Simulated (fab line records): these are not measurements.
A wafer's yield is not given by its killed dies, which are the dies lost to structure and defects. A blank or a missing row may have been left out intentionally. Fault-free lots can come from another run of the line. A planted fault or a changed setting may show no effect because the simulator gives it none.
fab line records	flow n5_finfet
record lots=10	wafers=28	last_day=17
route steps=1938 shown BEOL_M2@891 BEOL_M4@1111 PASSIVATION@1936
lots that met no fault: taken from a fault-free run of the same line
start_h: the number of hours between the record's first day and the start of the first shown wafer of the lot	wait_h: hours since the lot's step before	" same as the row above	L1.1+2: a single row standing in for several wafers	- no value, or no start was given	* or withheld: withheld	< > ~ a bound
route shown NAME@n: names a module that has steps shown in the file, with the first one's number in the route	usual: mean/standard deviation of fault-free wafers	same: alike in all rows	chamber/n: place in a boat	sites: the reading at each site	_std_site: how widely they spread, as a standard deviation	_edge_site: outer sites' mean less inner sites'	radius_mm: how far each site lies from the wafer's centre	mask NAME#n: copy n	behind: the last tool/chamber to shape the wafer	hold: reason for holding the lot/hours on hold/outcome of the hold	device: the transistor (n, p or np) that didn't switch	end of line: the route-end tests of the same wafers	where a step has no rows: the recipe by itself	killed: the dies lost at the first sort to structure and to defects; this is not the yield of the wafer	map: dies across one wafer; x = killed, . = not, _ = none there
set.NAME: setting as actually run; set.NAME@STEP: the setting as run at that earlier step	model.NAME: the simulator's own value behind a step, which no gauge read
the route's steps for a sample of lots (tables are steps, rows are wafers)
services: a tool's chamber out of use, with start hour (start_h, from the record's first day; less than 0 if before it), hours out, and reason
## steps
# step N5_BEOL_M2_ETCH_41
# recipe chemistry=CH3F/O2	target=SiCN	target_depth_a=299	taper_deg=2	time_s=52.5	ion_energy_ev=120	mask_material=TiN	pressure_mtorr=30	source_w=395	bias_w=75	Ar_flow_sccm=150	CH3F_flow_sccm=30	O2_flow_sccm=20
# usual O2_flow_sccm=20.00/0.06	drypump_motor_current_A=5.9/0.61	mfc_ar_sccm=150.0/0.48	oes_product_au=0.79/0.094	rf_vpp_V=297.2/1.5	showerhead_plenum_p_Torr=1.99/0.066	throttle_valve_pct=16.27/0.24
# same time_s=52.5
lot.wafer	tool	chamber	start_h	wait_h	O2_flow_sccm	drypump_motor_current_A	mfc_ar_sccm	oes_product_au	rf_hours_counter_h	rf_vpp_V	showerhead_plenum_p_Torr	throttle_valve_pct
L593.2	rie_diel-05	3	-	-	20.12	6.7	149.6	0.72	195	293.9	1.90	16.48
L593.5	"	0	"	"	19.95	5.3	150.4	0.67	-	296.9	2.05	16.33
L593.6	"	1	"	"	19.94	6.0	150.5	0.86	-	296.7	1.95	16.34
L595.3	rie_diel-05	1	-	-	19.93	6.0	149.8	0.86	57	296.6	1.95	16.35
L595.5	"	1	"	"	19.94	6.0	150.0	0.86	-	296.7	1.95	16.35
L595.6	"	0	"	"	19.98	5.2	150.5	0.67	-	298.2	2.05	16.34
L596.1	rie_diel-06	0	-	-	19.96	6.4	150.0	0.73	156	296.9	1.92	16.49
L596.3	"	1	"	"	19.92	5.8	149.4	0.65	247	299.0	2.04	16.36
L596.6	"	2	"	"	19.97	5.2	149.5	0.85	-	296.4	1.94	15.93
L597.1	rie_diel-06	2	-	-	20.03	5.3	149.5	0.85	60	296.8	1.94	15.95
L597.2	"	0	"	"	20.03	6.4	150.8	0.74	157	294.8	1.92	16.50
L597.6	"	3	"	"	19.98	4.8	151.1	0.77	-	294.3	1.93	16.21
L600.1	rie_diel-05	1	-	-	20.08	5.9	150.2	0.84	69	296.4	1.95	16.36
L600.2	"	2	"	"	19.98	5.6	149.3	0.77	140	298.7	2.01	16.35
L600.5	"	2	"	"	20.03	5.6	149.1	0.78	-	297.3	2.02	16.36
L602.2	rie_diel-01	1	-	-	19.94	5.3	150.1	0.73	179	295.9	1.98	16.54
L602.4	"	0	"	"	20.03	6.2	150.2	0.99	-	299.7	2.13	15.81
L602.6	"	1	"	"	19.98	5.3	149.9	0.73	-	297.9	1.98	16.54
L605.3	rie_diel-06	3	-	-	19.96	4.8	151.1	0.76	-	296.6	1.92	16.27
L605.5	"	0	"	"	20.04	6.4	150.1	0.71	-	295.8	1.91	16.53
L605.6	"	3	"	"	20.02	4.8	150.7	0.75	-	296.3	1.92	16.26
L606.2	rie_diel-06	3	-	-	19.97	4.8	150.2	0.75	153	295.9	1.92	16.24
L606.4	"	2	"	"	19.99	5.3	150.1	0.81	81	295.5	1.93	16.00
L606.5	"	3	"	"	20.00	4.8	149.6	0.75	-	296.0	1.92	16.26
L614.4	rie_diel-01	2	-	-	20.02	6.7	149.6	0.73	-	297.2	1.98	16.31
L614.5	"	3	"	"	19.90	5.9	149.5	0.95	-	299.1	2.04	15.94
L613.3	rie_diel-01	1	-	-	20.00	5.2	150.0	0.72	203	297.6	1.97	16.57
L613.6	"	1	"	"	19.99	5.2	150.0	0.71	-	297.2	1.97	16.58
# step N5_BEOL_M2_STRIP_97
# recipe chemistry=N2/H2	time_s=10	power_w=450	temp_c=40	pressure_mtorr=20	rf_frequency_hz=6e+07	bias_power_w=7	n2_flow_sccm=200	h2_flow_sccm=200
# usual drypump_motor_current_A=5.9/0.61	oes_product_au=0.79/0.093	rf_vpp_V=59.2/0.82	showerhead_plenum_p_Torr=2.53/0.087	throttle_valve_pct=23.65/0.23
# same time_s=10
lot.wafer	tool	chamber	start_h	wait_h	drypump_motor_current_A	oes_product_au	rf_hours_counter_h	rf_vpp_V	showerhead_plenum_p_Torr	throttle_valve_pct
L593.2	rie_diel-05	3	-	-	6.7	0.73	195	58.0	2.41	23.91
L593.5	"	0	"	"	5.3	0.68	-	60.2	2.63	23.79
L593.6	"	1	"	"	6.0	0.85	-	58.5	2.49	23.93
L595.3	rie_diel-05	1	-	-	6.0	0.84	57	59.2	2.49	23.94
L595.5	"	1	"	"	6.0	0.85	-	60.2	2.49	23.94
L595.6	"	0	"	"	5.3	0.68	-	58.5	2.63	23.78
L596.1	rie_diel-06	0	-	-	6.4	0.75	156	60.3	2.44	23.67
L596.3	"	1	"	"	5.8	0.66	247	59.5	2.62	23.82
L596.6	"	2	"	"	5.3	0.85	-	59.3	2.47	23.43
L597.1	rie_diel-06	2	-	-	5.2	0.86	60	59.3	2.47	23.43
L597.2	"	0	"	"	6.5	0.73	157	59.1	2.44	23.68
L597.6	"	3	"	"	4.8	0.77	-	59.4	2.46	23.73
L600.1	rie_diel-05	1	-	-	6.0	0.83	69	58.0	2.48	23.95
L600.2	"	2	"	"	5.6	0.77	140	59.7	2.53	23.47
L600.5	"	2	"	"	5.6	0.77	-	58.8	2.53	23.48
L602.2	rie_diel-01	1	-	-	5.3	0.72	179	59.8	2.52	23.77
L602.4	"	0	"	"	6.2	0.99	-	59.2	2.72	23.56
L602.6	"	1	"	"	5.3	0.71	-	59.7	2.52	23.77
L605.3	rie_diel-06	3	-	-	4.8	0.75	-	59.1	2.45	23.75
L605.5	"	0	"	"	6.4	0.72	-	59.8	2.43	23.72
L605.6	"	3	"	"	4.8	0.75	-	58.4	2.45	23.74
L606.2	rie_diel-06	3	-	-	4.8	0.74	153	58.9	2.45	23.74
L606.4	"	2	"	"	5.3	0.81	81	59.6	2.47	23.44
L606.5	"	3	"	"	4.8	0.74	-	58.6	2.45	23.75
L614.4	rie_diel-01	2	-	-	6.7	0.73	-	59.1	2.52	23.60
L614.5	"	3	"	"	5.9	0.95	-	57.4	2.59	23.14
L613.3	rie_diel-01	1	-	-	5.3	0.70	203	59.7	2.51	23.81
L613.6	"	1	"	"	5.3	0.70	-	59.1	2.51	23.81
# step N5_BEOL_M2_CVD_47
# recipe material=Co	target_thk_a=30	temp_c=withheld	precursor=CCTBA/H2	pressure_torr=30	time_s=223.8
# usual run_length_s=246.9/0.48
lot.wafer	tool	chamber	start_h	wait_h	run_length_s
L593.2	cvd_co-01	0	155.27	0.1	247.0
L593.5	"	2	"	"	246.7
L593.6	"	1	"	"	248.0
L595.3	cvd_co-02	1	156.58	0.3	247.1
L595.5	"	0	"	"	246.9
L595.6	"	2	"	"	246.7
L596.1	cvd_co-01	0	162.54	0.3	246.1
L596.3	"	1	"	"	247.0
L596.6	"	0	"	"	246.5
L597.1	cvd_co-01	1	168.32	0.3	247.5
L597.2	"	0	"	"	246.4
L597.6	"	2	"	"	246.2
L600.1	cvd_co-02	1	186.78	0.3	247.1
L600.2	"	0	"	"	247.0
L600.5	"	0	"	"	247.3
L602.2	cvd_co-01	0	191.93	0.1	246.4
L602.4	"	2	"	"	246.3
L602.6	"	0	"	"	246.2
L605.3	cvd_co-01	2	220.71	0.0	246.3
L605.5	"	0	"	"	246.4
L605.6	"	2	"	"	246.7
L606.2	cvd_co-01	2	226.45	0.0	246.9
L606.4	"	0	"	"	246.5
L606.5	"	2	"	"	246.4
L614.4	cvd_co-01	1	260.26	0.5	247.5
L614.5	"	2	"	"	99.0
L613.3	cvd_co-01	0	262.64	0.1	246.5
L613.6	"	1	"	"	99.7
# step N5_BEOL_M2_ANNEAL_87
# recipe temp_c=400	time_s=240	ambient=vacuum
# usual heater_power_w=830/59
# same time_s=240
lot.wafer	tool	chamber	start_h	wait_h	heater_power_w
L593.2	pvd_sputter-02	-	156.23	0.0	868
L593.5	"	-	"	"	817
L593.6	"	-	"	"	961
L595.3	pvd_sputter-02	-	159.95	0.0	818
L595.5	"	-	"	"	870
L595.6	"	-	"	"	822
L596.1	pvd_sputter-03	-	165.21	0.0	746
L596.3	"	-	"	"	781
L596.6	"	-	"	"	798
L597.1	pvd_sputter-01	-	170.59	0.0	878
L597.2	"	-	"	"	803
L597.6	"	-	"	"	821
L600.1	pvd_sputter-01	-	189.27	0.0	772
L600.2	"	-	"	"	806
L600.5	"	-	"	"	799
L602.2	pvd_sputter-02	-	194.19	0.0	826
L602.4	"	-	"	"	936
L602.6	"	-	"	"	843
L605.3	pvd_sputter-03	-	221.61	0.0	823
L605.5	"	-	"	"	809
L605.6	"	-	"	"	967
L606.2	pvd_sputter-01	-	227.44	0.0	805
L606.4	"	-	"	"	768
L606.5	"	-	"	"	773
L614.4	pvd_sputter-01	-	262.39	0.0	781
L614.5	"	-	"	"	876
L613.3	pvd_sputter-02	-	263.58	0.0	827
L613.6	"	-	"	"	826
# step N5_BEOL_M4_RC_MEAS_101
# usual DIBL_N=36.5/2	DIBL_P=36.5/2.3	IOFF_N=0.16/0.036	IOFF_P=0.21/0.037	ION_N=672/12	ION_P=459/7.1	SS_N=71.6/0.73	SS_P=73.4/0.76	VT_N=250/3.3	VT_P=-250.5/2.9
lot.wafer	tool	chamber	start_h	wait_h	DIBL_N[mV/V]	DIBL_P[mV/V]	IOFF_N[nA/um]	IOFF_P[nA/um]	ION_N[uA/um]	ION_P[uA/um]	SS_N[mV/dec]	SS_P[mV/dec]	VT_N[mV]	VT_P[mV]
L593.2	prober-02	0	182.99	0.2	31.8	34.0	0.12	0.17	671	462	71.2	72.4	252	-250.3
L593.5	"	0	"	"	33.0	34.7	0.13	0.17	659	450	70.6	72.4	254	-253.8
L593.6	"	0	"	"	34.4	37.4	0.16	0.20	675	461	70.9	73.5	250	-249.8
L595.3	prober-01	0	186.54	0.3	36.6	33.7	0.13	0.17	661	458	71.9	72.1	251	-253.6
L595.5	"	0	"	"	36.1	33.6	0.13	0.18	668	455	70.7	72.0	251	-250.0
L595.6	"	0	"	"	38.4	36.9	0.17	0.22	687	471	72.0	73.1	245	-247.1
L596.1	prober-02	0	189.55	0.0	36.7	36.7	0.18	0.21	680	458	71.9	73.9	246	-251.4
L596.3	"	0	"	"	34.8	35.0	0.14	0.19	679	463	71.4	73.4	251	-252.9
L596.6	"	0	"	"	35.7	36.1	0.16	0.20	670	464	71.3	73.5	249	-251.7
L597.1	prober-01	0	199.42	0.0	40.0	39.5	0.23	0.28	695	472	72.2	74.4	246	-246.4
L597.2	"	0	"	"	40.9	41.1	0.25	0.32	679	457	72.4	74.7	245	-248.5
L597.6	"	0	"	"	35.9	34.9	0.14	0.19	657	451	71.0	73.1	251	-251.8
L600.1	prober-01	0	223.32	0.0	36.5	35.9	0.14	0.19	661	453	72.5	72.6	251	-252.4
L600.2	"	0	"	"	38.1	39.1	0.18	0.24	683	469	72.6	73.7	249	-247.1
L600.5	"	0	"	"	37.2	37.3	0.16	0.21	671	459	72.4	73.2	249	-249.2
L602.2	prober-02	0	229.58	0.2	37.6	38.5	0.18	0.23	675	461	72.6	74.5	248	-248.7
L602.4	"	0	"	"	36.0	36.5	0.15	0.19	680	461	71.7	73.3	249	-250.3
L602.6	"	0	"	"	33.6	33.9	0.11	0.16	664	451	70.6	72.6	255	-253.8
L605.3	prober-01	0	257.46	0.3	38.3	36.8	0.19	0.25	684	464	71.7	74.4	245	-248.6
L605.5	"	0	"	"	39.4	37.8	0.24	0.27	693	465	72.8	74.5	243	-247.5
L605.6	"	0	"	"	38.6	37.5	0.21	0.27	680	462	72.3	74.3	247	-247.8
L606.2	prober-01	0	259.40	0.2	36.3	36.2	0.16	0.20	663	448	71.8	73.1	250	-252.3
L606.4	"	0	"	"	37.4	36.3	0.19	0.21	652	446	73.3	73.4	250	-249.7
L606.5	"	0	"	"	37.3	38.8	0.20	0.25	669	463	72.6	73.4	247	-246.2
L614.4	prober-01	0	297.56	0.5	39.5	41.0	0.23	0.29	697	475	71.6	74.7	243	-246.4
L614.5	"	0	"	"	36.8	37.8	0.18	0.24	688	464	71.4	73.5	246	-246.8
L613.3	prober-02	0	298.06	0.3	36.7	36.8	0.15	0.20	670	454	71.4	73.5	253	-255.1
L613.6	"	0	"	"	38.2	38.9	0.17	0.23	678	458	72.2	73.0	249	-251.8
# step N5_PASSIVATION_PROBE_49
# usual defect_limited_yield=91.4/1.4	killed_at_M0_to_M3=33/11	killed_at_M4_up=13/5.3	killed_at_contacts=13/6.1	killed_at_front_end=40/11	killed_at_other=2.9/2.7	killed_dies=102/17	killed_on_rim=14/4.2	killed_open=68/13	killed_short=32/7.5	sort_bin_4_leakage=0.00/0.022	sort_bin_5_function=5.1/0.98	sort_bin_6_memory=3.2/0.69	sort_bin_8_speed=0.1/1.1	sort_n_pass=1077/21	sort_yield_pct=91.3/1.7
# same gross_dies=1180	killed_at_back_side=0
lot.wafer	tool	chamber	start_h	wait_h	defect_limited_yield[%]	killed_at_M0_to_M3	killed_at_M4_up	killed_at_contacts	killed_at_front_end	killed_at_other	killed_dies	killed_on_rim	killed_open	killed_short	sort_bin_4_leakage[%]	sort_bin_5_function[%]	sort_bin_6_memory[%]	sort_bin_8_speed[%]	sort_n_pass	sort_yield_pct[%]
L593.2	prober-01	-	296.84	0.1	91.1	28	12	13	47	5	105	10	65	37	0	5.2	3.4	0	1075	91.1
L593.5	prober-01	-	296.99	0.2	91.3	40	11	18	31	3	103	15	56	40	0	4.7	2.9	0	1077	91.3
L593.6	prober-01	-	297.04	0.3	90.9	37	14	11	44	1	107	12	68	39	0	4.9	4.0	0	1073	90.9
L595.3	prober-01	-	305.62	0.1	90.7	24	9	22	53	2	110	13	67	41	0	5.2	3.6	0	1070	90.7
L595.5	prober-01	-	305.72	0.2	91.2	32	10	28	31	3	104	15	68	36	0	6.0	2.6	0	1076	91.2
L595.6	prober-01	-	305.77	0.3	89.9	28	22	33	33	3	119	20	75	41	0	6.0	3.3	0	1061	89.9
L597.1	prober-02	-	316.77	0.0	89.4	44	11	7	57	6	125	18	86	37	0	5.6	4.6	0	1055	89.4
L597.2	prober-02	-	316.82	0.1	94.2	22	14	7	26	0	69	10	47	20	0	3.3	2.0	0	1111	94.2
L597.6	prober-02	-	317.02	0.3	90.4	26	14	7	65	1	113	14	79	34	0	5.3	3.8	0	1067	90.4
L596.1	prober-02	-	321.67	0.0	91.8	36	15	8	35	3	97	8	53	42	0	4.4	3.7	0	1083	91.8
L596.3	prober-02	-	321.77	0.1	91.9	31	10	8	43	4	96	14	66	29	0	5.2	2.7	0	1084	91.9
L596.6	prober-02	-	321.92	0.3	90.8	17	17	12	62	1	109	17	67	37	0	5.1	3.2	0	1071	90.8
L600.1	prober-02	-	340.53	0.0	91.6	29	22	9	39	0	99	18	69	29	0	5.3	2.8	0	1081	91.6
L600.2	prober-02	-	340.58	0.1	90.5	28	14	18	52	0	112	18	76	29	0	5.3	3.6	0	1068	90.5
L600.5	prober-02	-	340.73	0.2	92.1	39	21	8	22	3	93	12	60	32	0	4.9	2.3	0	1087	92.1
L602.2	prober-01	-	349.37	0.1	93.6	14	10	7	44	0	75	10	45	28	0	3.8	2.5	0	1105	93.6
L602.4	prober-01	-	349.47	0.2	91.4	35	16	9	39	2	101	14	72	27	0	5.3	2.9	0	1079	91.4
L602.6	prober-01	-	349.57	0.3	94.2	22	13	6	25	2	68	11	43	22	0	3.0	2.5	0	1112	94.2
L605.3	prober-02	-	372.43	0.1	90.9	36	23	9	38	1	107	13	77	30	0	5.0	3.8	0	1073	90.9
L605.5	prober-02	-	372.53	0.2	92.7	36	12	5	29	4	86	14	53	31	0	4.7	2.5	0	1094	92.7
L605.6	prober-02	-	372.58	0.3	91.4	23	20	5	52	1	101	11	67	32	0	5.2	3.2	0	1079	91.4
L606.2	prober-01	-	373.97	0.1	91.7	24	11	9	53	1	98	14	62	35	0	4.7	3.1	0	1082	91.7
L606.4	prober-01	-	374.07	0.2	91.2	29	13	9	51	2	104	15	66	38	0	4.7	3.9	0.2	1074	91.0
L606.5	prober-01	-	374.12	0.2	90.8	32	6	21	49	1	109	17	77	32	0	5.2	3.7	0	1071	90.8
L613.3	prober-01	-	409.07	0.1	90.2	38	10	34	30	4	116	17	80	35	0	5.8	3.7	0	1064	90.2
L613.6	prober-01	-	409.22	0.3	90.9	34	18	30	21	4	107	12	81	25	0	5.1	3.7	0	1073	90.9
L614.4	prober-02	-	411.35	0.2	91.0	30	16	13	43	4	106	18	72	33	0.08	6.4	2.3	0	1073	90.9
L614.5	prober-02	-	411.40	0.2	93.3	36	11	7	24	1	79	11	49	29	0	3.5	3.0	0	1101	93.3
# killed by level:class
L593.2 FIN_SAQP:geometric_particle:short=21 MOL_CONTACT_COAG:geometric_particle:open=11 FIN_SAQP:geometric_particle:open=9 BEOL_M0_SAQP:geometric_particle:open=7 BEOL_M0:geometric_particle:open=7 BEOL_M3:geometric_particle:open=5 BEOL_M4:geometric_particle:open=5 STARTING-WAFER:geometric_particle:open=5
L593.5 MOL_CONTACT_COAG:geometric_particle:open=16 FIN_SAQP:geometric_particle:short=13 BEOL_M0_SAQP:geometric_particle:open=10 BEOL_M0_SAQP:geometric_particle:short=9 BEOL_M3:geometric_particle:open=8 STARTING-WAFER:geometric_particle:short=6 HKMG_FIN:area_etch=6 BEOL_M2:geometric_particle:open=5
L593.6 FIN_SAQP:geometric_particle:short=19 FIN_SAQP:geometric_particle:open=10 MOL_CONTACT_COAG:geometric_particle:open=10 BEOL_M0_SAQP:geometric_particle:short=9 BEOL_M3:geometric_particle:open=8 BEOL_M4:geometric_particle:open=7 BEOL_M0_SAQP:geometric_particle:open=7 STI_FIN_REVEAL:geometric_particle:open=5
L595.3 FIN_SAQP:geometric_particle:open=19 FIN_SAQP:geometric_particle:short=13 MOL_CONTACT_COAG:geometric_particle:open=13 MOL_CONTACT_COAG:geometric_particle:short=9 BEOL_M3:geometric_particle:open=6 BEOL_M4:geometric_particle:open=6 STARTING-WAFER:geometric_particle:open=6 BEOL_M0_SAQP:geometric_particle:short=4
L595.5 MOL_CONTACT_COAG:geometric_particle:open=22 FIN_SAQP:geometric_particle:open=10 STI_FIN_REVEAL:geometric_particle:open=9 BEOL_M0_SAQP:geometric_particle:short=7 MOL_CONTACT_COAG:geometric_particle:short=6 BEOL_M4:geometric_particle:open=6 BEOL_M0_SAQP:geometric_particle:open=5 BEOL_M0:geometric_particle:short=5
L595.6 MOL_CONTACT_COAG:geometric_particle:open=24 MOL_CONTACT_COAG:geometric_particle:short=9 BEOL_M1:geometric_particle:open=9 BEOL_M4:geometric_particle:open=9 FIN_SAQP:geometric_particle:open=8 STI_FIN_REVEAL:geometric_particle:open=5 GATE_CUT:geometric_particle:short=5 BEOL_M1:geometric_particle:short=4
L597.1 BEOL_M0_SAQP:geometric_particle:open=18 STI_FIN_REVEAL:geometric_particle:open=12 FIN_SAQP:geometric_particle:short=8 BEOL_M2:geometric_particle:open=8 FIN_SAQP:geometric_particle:open=6 MOL_CONTACT_COAG:geometric_particle:open=6 BEOL_M3:geometric_particle:short=6 BEOL_M3:geometric_particle:open=6
L597.2 BEOL_M2:geometric_particle:open=8 STARTING-WAFER:geometric_particle:open=7 STI_FIN_REVEAL:geometric_particle:open=5 MOL_CONTACT_COAG:geometric_particle:open=4 BEOL_M1:geometric_particle:short=4 BEOL_M4:geometric_particle:open=4 FIN_SAQP:geometric_particle:open=3 GATE_CUT:geometric_particle:short=3
L597.6 STI_FIN_REVEAL:geometric_particle:open=21 FIN_SAQP:geometric_particle:open=11 BEOL_M4:geometric_particle:open=9 FIN_SAQP:geometric_particle:short=8 BEOL_M0_SAQP:geometric_particle:short=7 MOL_CONTACT_COAG:geometric_particle:open=6 BEOL_M0_SAQP:geometric_particle:open=6 STARTING-WAFER:geometric_particle:open=6
L596.1 STI_FIN_REVEAL:geometric_particle:open=8 MOL_CONTACT_COAG:geometric_particle:open=6 BEOL_M3:geometric_particle:open=6 BEOL_M4:geometric_particle:short=6 GATE_CUT:geometric_particle:short=5 BEOL_M0:geometric_particle:open=5 BEOL_M0_SAQP:geometric_particle:short=5 BEOL_M2:geometric_particle:short=5
L596.3 FIN_SAQP:geometric_particle:short=8 DUMMY_GATE:geometric_particle:open=8 BEOL_M3:geometric_particle:open=8 MOL_CONTACT_COAG:geometric_particle:open=7 BEOL_M0_SAQP:geometric_particle:open=6 BEOL_M1:geometric_particle:open=6 STI_FIN_REVEAL:geometric_particle:open=5 FIN_SAQP:geometric_particle:open=4
L596.6 FIN_SAQP:geometric_particle:open=11 BEOL_M4:geometric_particle:open=10 STI_FIN_REVEAL:geometric_particle:open=9 GATE_CUT:geometric_particle:short=7 MOL_CONTACT_COAG:geometric_particle:short=6 DUMMY_GATE:geometric_particle:open=6 MOL_CONTACT_COAG:geometric_particle:open=6 BEOL_M2:geometric_particle:open=6
L600.1 BEOL_M2:geometric_particle:open=10 BEOL_M4:geometric_particle:open=10 FIN_SAQP:geometric_particle:short=9 STI_FIN_REVEAL:geometric_particle:open=9 MOL_CONTACT_COAG:geometric_particle:open=9 BEOL_M0_SAQP:geometric_particle:open=8 FIN_SAQP:geometric_particle:open=5 STI_FIN_REVEAL:geometric_particle:short=4
L600.2 STI_FIN_REVEAL:geometric_particle:open=17 MOL_CONTACT_COAG:geometric_particle:open=14 FIN_SAQP:geometric_particle:open=12 BEOL_M0_SAQP:geometric_particle:open=9 BEOL_M0_SAQP:geometric_particle:short=8 FIN_SAQP:geometric_particle:short=6 BEOL_M4:geometric_particle:open=5 MOL_CONTACT_COAG:geometric_particle:short=4
L600.5 BEOL_M2:geometric_particle:open=12 BEOL_M4:geometric_particle:open=11 BEOL_M0_SAQP:geometric_particle:short=8 FIN_SAQP:geometric_particle:short=7 MOL_CONTACT_COAG:geometric_particle:open=5 BEOL_M0_SAQP:geometric_particle:open=5 BEOL_M3:geometric_particle:open=5 DUMMY_GATE:geometric_particle:open=3
L602.2 STI_FIN_REVEAL:geometric_particle:open=14 FIN_SAQP:geometric_particle:short=11 FIN_SAQP:geometric_particle:open=4 MOL_CONTACT_COAG:geometric_particle:open=4 BEOL_M4:geometric_particle:open=4 GATE_CUT:geometric_particle:short=3 MOL_CONTACT_COAG:geometric_particle:short=3 BEOL_M0_SAQP:geometric_particle:open=3
L602.4 FIN_SAQP:geometric_particle:short=12 BEOL_M0_SAQP:geometric_particle:open=8 DUMMY_GATE:geometric_particle:open=7 MOL_CONTACT_COAG:geometric_particle:open=7 BEOL_M1:geometric_particle:open=7 BEOL_M2:geometric_particle:open=7 FIN_SAQP:geometric_particle:open=6 STI_FIN_REVEAL:geometric_particle:open=6
L602.6 DUMMY_GATE:geometric_particle:open=8 BEOL_M4:geometric_particle:open=7 MOL_CONTACT_COAG:geometric_particle:open=5 BEOL_M0_SAQP:geometric_particle:short=5 BEOL_M3:geometric_particle:open=5 FIN_SAQP:geometric_particle:short=3 BEOL_M0_SAQP:geometric_particle:open=3 BEOL_M1:geometric_particle:open=3
L605.3 BEOL_M0_SAQP:geometric_particle:open=9 BEOL_M3:geometric_particle:open=9 FIN_SAQP:geometric_particle:open=8 DUMMY_GATE:geometric_particle:open=8 MOL_CONTACT_COAG:geometric_particle:open=8 BEOL_M0_SAQP:geometric_particle:short=7 BEOL_M4:geometric_particle:open=7 STI_FIN_REVEAL:geometric_particle:open=6
L605.5 STI_FIN_REVEAL:geometric_particle:open=9 BEOL_M0_SAQP:geometric_particle:short=9 BEOL_M3:geometric_particle:open=8 BEOL_M0_SAQP:geometric_particle:open=6 DUMMY_GATE:geometric_particle:open=5 BEOL_M4:geometric_particle:open=5 STI_FIN_REVEAL:geometric_particle:short=4 BEOL_M4:geometric_particle:short=4
L605.6 FIN_SAQP:geometric_particle:open=14 STI_FIN_REVEAL:geometric_particle:open=12 BEOL_M4:geometric_particle:open=10 FIN_SAQP:geometric_particle:short=9 BEOL_M3:geometric_particle:open=4 MOL_CONTACT_COAG:geometric_particle:open=4 ILD0:geometric_particle:short=3 BEOL_M0_SAQP:geometric_particle:open=3
L606.2 FIN_SAQP:geometric_particle:short=23 FIN_SAQP:geometric_particle:open=16 BEOL_M3:geometric_particle:open=9 STI_FIN_REVEAL:geometric_particle:open=6 MOL_CONTACT_COAG:geometric_particle:open=6 BEOL_M1:geometric_particle:open=4 BEOL_M4:geometric_particle:open=4 MOL_CONTACT_COAG:geometric_particle:short=3
L606.4 BEOL_M3:geometric_particle:open=10 FIN_SAQP:geometric_particle:short=9 FIN_SAQP:geometric_particle:open=8 MOL_CONTACT_COAG:geometric_particle:open=8 STI_FIN_REVEAL:geometric_particle:open=6 STARTING-WAFER:geometric_particle:open=6 STARTING-WAFER:geometric_particle:short=4 GATE_CUT:geometric_particle:short=4
L606.5 FIN_SAQP:geometric_particle:open=21 MOL_CONTACT_COAG:geometric_particle:open=18 BEOL_M3:geometric_particle:open=9 FIN_SAQP:geometric_particle:short=8 BEOL_M1:geometric_particle:open=5 DUMMY_GATE:geometric_particle:open=4 BEOL_M0_SAQP:geometric_particle:open=4 BEOL_M0_SAQP:geometric_particle:short=4
L613.3 MOL_CONTACT_COAG:geometric_particle:open=31 BEOL_M0_SAQP:geometric_particle:short=8 BEOL_M1:geometric_particle:open=8 BEOL_M3:geometric_particle:open=8 GATE_CUT:geometric_particle:short=6 BEOL_M0_SAQP:geometric_particle:open=5 STI_FIN_REVEAL:geometric_particle:open=4 BEOL_M2:geometric_particle:open=4
L613.6 MOL_CONTACT_COAG:geometric_particle:open=25 BEOL_M0_SAQP:geometric_particle:open=11 BEOL_M2:geometric_particle:open=10 BEOL_M4:geometric_particle:open=10 MOL_CONTACT_COAG:geometric_particle:short=5 FIN_SAQP:geometric_particle:open=3 DUMMY_GATE:geometric_particle:short=3 ILD0:geometric_particle:open=3
L614.4 FIN_SAQP:geometric_particle:open=12 FIN_SAQP:geometric_particle:short=11 MOL_CONTACT_COAG:geometric_particle:open=9 BEOL_M4:geometric_particle:open=9 STI_FIN_REVEAL:geometric_particle:open=8 BEOL_M1:geometric_particle:open=8 BEOL_M0_SAQP:geometric_particle:open=7 DUMMY_GATE:geometric_particle:open=5
L614.5 STI_FIN_REVEAL:geometric_particle:open=10 BEOL_M3:geometric_particle:short=9 BEOL_M1:geometric_particle:open=7 MOL_CONTACT_COAG:geometric_particle:open=6 BEOL_M2:geometric_particle:open=6 BEOL_M3:geometric_particle:open=6 FIN_SAQP:geometric_particle:short=4 BEOL_M0_SAQP:geometric_particle:short=4
## services
tool	chamber	start_h	hours	kind
rie_diel-01	0	153.21	-	clean
rie_diel-01	0	153.21	-	consumable_replace:focus_ring
rie_diel-01	0	153.21	-	consumable_replace:showerhead
pvd_sputter-01	-	156.15	13.6	repair
rie_diel-05	0	156.68	4.6	repair
rie_diel-06	1	173.05	-	clean
rie_diel-06	1	173.05	-	consumable_replace:focus_ring
rie_diel-06	1	173.05	16.4	scheduled_down
rie_diel-06	1	173.05	16.4	vent_cycle
rie_diel-06	0	176.57	2.9	repair
rie_diel-01	3	183.44	7.2	repair
cvd_co-01	1	188.51	12.3	repair
cvd_co-02	-	190.66	2.2	repair
rie_diel-06	1	199.25	14.5	repair
cvd_co-01	-	201.68	5.6	repair
rie_diel-06	-	209.18	0.3	repair
rie_diel-06	-	210.01	4.8	repair
rie_diel-06	1	216.20	8.8	repair
rie_diel-06	2	216.94	4.0	repair
rie_diel-06	0	227.20	14.4	repair
rie_diel-05	-	236.83	0.2	repair
rie_diel-06	2	241.76	6.5	repair
rie_diel-01	1	255.42	3.4	repair
cvd_co-02	0	260.36	15.9	repair
## key
first_sign step=N5_BEOL_M2_CVD_47	reading=run_length_s	direction=down	sigmas=99+	usual=*	struck=*
effect none on later readings
met_at N5_BEOL_M2_CVD_47
struck_lots L613,L614
struck_wafers L613.6,L614.5
not_acting_at N5_BEOL_M2_ETCH_41,N5_BEOL_M2_STRIP_97,N5_BEOL_M2_ANNEAL_87
onset_between 226.45 260.26
fault kind=process_parameter_drift	tool=cvd_co-01	chamber=-	onset_h=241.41	steps=N5_BEOL_M2_CVD_47	channel=time_s	offset=*	shape=step	end_h=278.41	scope=struck_wafers_only	acts_in=*	stated=*
